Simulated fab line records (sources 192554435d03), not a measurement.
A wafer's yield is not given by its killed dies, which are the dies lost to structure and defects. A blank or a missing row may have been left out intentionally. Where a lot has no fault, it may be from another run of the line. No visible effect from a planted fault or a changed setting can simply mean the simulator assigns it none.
Chamber matching | flow n5-finfet | N5_BEOL_M5_ETCH_61 on rie-diel-03: 4 sister chambers
The step etches SiARC in CF4, target depth 15.6 nm, time 26 s. 8 wafers are shown with their chamber, then 7 later ones without.

## WAFERS, EACH WITH ITS CHAMBER
wafer  | chamber | drypump-motor-current-A (A) | etch-rf-on-time-s (s)
L085.2 | 3       | 6.5                         | 27.0
L085.3 | 0       | 5.2                         | 24.6
L085.6 | 1       | 5.9                         | 26.1
L086.3 | 3       | 6.4                         | 26.8
L086.5 | 2       | 6.0                         | 26.0
L086.6 | 1       | 5.9                         | 25.7
L089.1 | 0       | 5.2                         | 24.3
L089.2 | 2       | 6.0                         | 26.3

## WAFERS MISSING THEIR CHAMBER
wafer  | drypump-motor-current-A (A) | etch-rf-on-time-s (s)
L089.5 | 6.5                         | 27.3
L094.1 | 5.9                         | 25.3
L094.3 | 5.9                         | 25.5
L094.4 | 6.4                         | 26.9
L096.1 | 5.9                         | 25.6
L096.5 | 6.0                         | 25.7
L096.6 | 6.4                         | 27.1

## CHAMBER TAKEN BY EACH
wafer  | from the rows above     | in truth
L089.5 | 3                       | 3
L094.1 | 1                       | 1
L094.3 | 1                       | 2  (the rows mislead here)
L094.4 | 3                       | 3
L096.1 | 1                       | 1
L096.5 | can't be placed: 2 or 1 | 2
L096.6 | 3                       | 3
Correct placement for 5 of the 7. Not placeable from these rows: 1 (in 1, the candidates include the true chamber). Wrongly placed: 1.
How it was worked out, from the rows above alone: a wafer's distance from a chamber is the root of the sum, over the readings, of the square of ((its reading less the chamber's mean) divided by the reading's scatter). If the next closest chamber is less than 2 further off than the closest, the wafer can't be placed; otherwise it belongs to the closest. The mean given for a chamber averages the wafers shown for that chamber. How the scatter is found: for the shown wafers, subtract from each reading the mean of its chamber, square and add these, divide the total by (wafers less chambers), then take the root.
